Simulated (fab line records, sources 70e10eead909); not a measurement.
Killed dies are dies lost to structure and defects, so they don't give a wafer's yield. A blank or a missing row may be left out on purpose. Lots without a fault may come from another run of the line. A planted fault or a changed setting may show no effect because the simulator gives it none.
Chamber matching | flow nand_harc | NHARC_A_STAIRCASE_ETCHBACK_157 on rie_diel-11: 4 sister chambers
The step etches the open film in CH3F/O2, target depth 90 nm, time 167.14 s. 16 wafers are shown with their chamber, then 8 later ones without.

WAFERS WITH THEIR CHAMBER
wafer  | chamber | showerhead_plenum_p_Torr (Torr) | drypump_motor_current_A (A) | rf_vpp_V (V)
L078.1 | 0       | 2.29                            | 5.33                        | 242.2
L078.3 | 2       | 2.66                            | 5.78                        | 247.6
L078.5 | 2       | 2.66                            | 5.80                        | 247.5
L079.1 | 2       | 2.66                            | 5.81                        | 247.4
L079.3 | 1       | 2.37                            | 5.73                        | 242.5
L079.5 | 1       | 2.37                            | 5.77                        | 242.0
L080.2 | 1       | 2.37                            | 5.72                        | 243.5
L080.5 | 1       | 2.37                            | 5.76                        | 244.4
L080.6 | 0       | 2.29                            | 5.31                        | 241.9
L083.3 | 0       | 2.29                            | 5.34                        | 243.7
L083.4 | 3       | 2.53                            | 5.72                        | 246.1
L083.6 | 1       | 2.36                            | 5.75                        | 241.6
L085.3 | 2       | 2.65                            | 5.81                        | 247.4
L085.4 | 0       | 2.28                            | 5.35                        | 241.4
L085.6 | 3       | 2.53                            | 5.72                        | 243.7
L091.2 | 2       | 2.64                            | 5.82                        | 246.0

SIGNATURES (means of the wafers above)
reading                  | chamber 0 | chamber 1 | chamber 2 | chamber 3 | scatter within a chamber
showerhead_plenum_p_Torr | 2.2875    | 2.3680    | 2.6540    | 2.5300    | 0.00629
drypump_motor_current_A  | 5.3325    | 5.7460    | 5.8040    | 5.7200    | 0.0171
rf_vpp_V                 | 242.300   | 242.800   | 247.180   | 244.900   | 1.03
Rule: a wafer's distance from a chamber is the root of the sum, over the readings, of the square of ((its reading less the chamber's mean) divided by the reading's scatter). The wafer belongs to the nearest chamber; if the next one is less than 2 further off, it can't be placed. The scatter: the root of (the sum of the squares of (reading less its chamber's mean) over the shown wafers, divided by (wafers less chambers)).

WAFERS WITHOUT THEIR CHAMBER
wafer  | showerhead_plenum_p_Torr (Torr) | drypump_motor_current_A (A) | rf_vpp_V (V)
L091.3 | 2.28                            | 5.34                        | 241.6
L091.4 | 2.28                            | 5.33                        | 241.3
L095.1 | 2.35                            | 5.76                        | 241.8
L095.2 | 2.64                            | 5.81                        | 247.1
L095.3 | 2.52                            | 5.73                        | 243.9
L094.2 | 2.66                            | 5.33                        | 246.7
L094.5 | 2.35                            | 5.75                        | 242.5
L094.6 | 2.64                            | 5.79                        | 247.2

WHICH CHAMBER EACH WENT THROUGH
wafer  | from the rows above | in truth
L091.3 | 0                   | 0
L091.4 | 0                   | 0
L095.1 | 1                   | 1
L095.2 | 2                   | 2
L095.3 | 3                   | 3
L094.2 | 2                   | 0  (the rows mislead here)
L094.5 | 1                   | 1
L094.6 | 2                   | 2
Placed correctly: 7 of 8. Can't be placed from these rows: 0. Placed wrongly: 1.
